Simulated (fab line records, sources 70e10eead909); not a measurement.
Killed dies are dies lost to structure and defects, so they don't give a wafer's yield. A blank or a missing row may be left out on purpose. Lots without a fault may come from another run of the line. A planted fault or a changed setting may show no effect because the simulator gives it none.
Chamber matching | flow nand_harc | NHARC_A_M0_CMP_23 on cmp-01: 4 sister chambers
The step polishes, t overpolish 20 s, target thk 113.75 nm. 4 wafers are shown with their chamber, then 7 later ones without.

WAFERS WITH THEIR CHAMBER
wafer  | chamber | motor_current_A (A)
L982.5 | 3       | 12.6
L981.2 | 0       | 12.1
L991.2 | 1       | 11.5
L991.4 | 2       | 10.5

WAFERS WITHOUT THEIR CHAMBER
wafer  | motor_current_A (A)
L991.5 | 12.0
L990.2 | 10.4
L990.3 | 12.4
L990.5 | 11.2
L996.1 | 12.5
L996.4 | 10.1
L996.6 | 12.0

WHICH CHAMBER EACH WENT THROUGH
wafer  | from the rows above     | in truth
L991.5 | can't be placed: 0 or 1 | 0
L990.2 | 2                       | 2
L990.3 | can't be placed: 3 or 0 | 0
L990.5 | can't be placed: 1 or 2 | 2
L996.1 | can't be placed: 3 or 0 | 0
L996.4 | 2                       | 2
L996.6 | can't be placed: 0 or 1 | 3
Placed correctly: 2 of 7. Can't be placed from these rows: 5 (the true chamber is among the candidates in 4). Placed wrongly: 0.
How it was worked out, from the rows above alone: a wafer's distance from a chamber is the root of the sum, over the readings, of the square of ((its reading less the chamber's mean) divided by the reading's scatter). The wafer belongs to the nearest chamber; if the next one is less than 2 further off, it can't be placed. A chamber's mean is the mean of its shown wafers. The scatter: with one shown wafer a chamber, the root of the mean of the squares of how far each hidden wafer lies from its nearest shown one.
